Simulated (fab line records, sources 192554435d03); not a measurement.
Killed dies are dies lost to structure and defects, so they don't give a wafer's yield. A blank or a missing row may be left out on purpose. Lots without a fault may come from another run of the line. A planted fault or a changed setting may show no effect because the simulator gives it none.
Chamber matching | flow n5_finfet | N5_BEOL_M2_STRIP_36 on rie_diel-05: 4 sister chambers
The step strips in N2/H2. 8 wafers are shown with their chamber, then 8 later ones without.

WAFERS WITH THEIR CHAMBER
wafer  | chamber | drypump_motor_current_A (A) | showerhead_plenum_p_Torr (Torr)
L076.4 | 2       | 6.2                         | 2.60
L082.5 | 1       | 5.1                         | 2.50
L086.1 | 3       | 5.7                         | 2.50
L086.2 | 1       | 5.1                         | 2.50
L087.1 | 0       | 5.7                         | 2.47
L087.3 | 2       | 6.2                         | 2.59
L087.5 | 3       | 5.7                         | 2.50
L089.1 | 0       | 5.6                         | 2.47

WAFERS WITHOUT THEIR CHAMBER
wafer  | drypump_motor_current_A (A) | showerhead_plenum_p_Torr (Torr)
L089.2 | 6.3                         | 2.59
L089.5 | 6.2                         | 2.59
L094.2 | 5.6                         | 2.46
L094.3 | 6.3                         | 2.58
L094.5 | 5.1                         | 2.49
L096.3 | 5.6                         | 2.46
L096.4 | 6.3                         | 2.58
L096.5 | 5.6                         | 2.46

WHICH CHAMBER EACH WENT THROUGH
wafer  | from the rows above | in truth
L089.2 | 2                   | 2
L089.5 | 2                   | 2
L094.2 | 0                   | 0
L094.3 | 2                   | 2
L094.5 | 1                   | 1
L096.3 | 0                   | 0
L096.4 | 2                   | 2
L096.5 | 0                   | 0
Placed correctly: 8 of 8. Can't be placed from these rows: 0. Placed wrongly: 0.
How it was worked out, from the rows above alone: a wafer's distance from a chamber is the root of the sum, over the readings, of the square of ((its reading less the chamber's mean) divided by the reading's scatter). The wafer belongs to the nearest chamber; if the next one is less than 2 further off, it can't be placed. A chamber's mean is the mean of its shown wafers. The scatter: the root of (the sum of the squares of (reading less its chamber's mean) over the shown wafers, divided by (wafers less chambers)).
